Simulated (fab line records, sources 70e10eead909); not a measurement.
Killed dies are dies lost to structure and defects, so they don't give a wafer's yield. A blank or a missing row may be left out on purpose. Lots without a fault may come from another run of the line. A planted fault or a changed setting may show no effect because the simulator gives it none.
Chamber matching | flow nand_harc | NHARC_A_STAIRCASE_ETCHBACK_157 on rie_diel-13: 4 sister chambers
The step etches the open film in CH3F/O2, target depth 90 nm, time 167.14 s. 4 wafers are shown with their chamber, then 9 later ones without.

WAFERS WITH THEIR CHAMBER
wafer  | chamber | drypump_motor_current_A (A)
L084.1 | 2       | 6.1
L086.2 | 3       | 5.1
L086.4 | 0       | 5.9
L086.6 | 1       | 5.5

WAFERS WITHOUT THEIR CHAMBER
wafer  | drypump_motor_current_A (A)
L093.2 | 6.0
L093.4 | 5.1
L093.5 | 5.9
L095.3 | 6.1
L095.5 | 6.0
L095.6 | 5.1
L097.3 | 6.1
L097.4 | 5.1
L097.5 | 5.9

WHICH CHAMBER EACH WENT THROUGH
wafer  | from the rows above     | in truth
L093.2 | can't be placed: 0 or 2 | 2
L093.4 | 3                       | 3
L093.5 | 0                       | 0
L095.3 | 2                       | 2
L095.5 | can't be placed: 0 or 2 | 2
L095.6 | 3                       | 3
L097.3 | 2                       | 2
L097.4 | 3                       | 3
L097.5 | 0                       | 0
Placed correctly: 7 of 9. Can't be placed from these rows: 2 (the true chamber is among the candidates in 2). Placed wrongly: 0.
How it was worked out, from the rows above alone: a wafer's distance from a chamber is the root of the sum, over the readings, of the square of ((its reading less the chamber's mean) divided by the reading's scatter). The wafer belongs to the nearest chamber; if the next one is less than 2 further off, it can't be placed. A chamber's mean is the mean of its shown wafers. The scatter: with one shown wafer a chamber, the root of the mean of the squares of how far each hidden wafer lies from its nearest shown one.
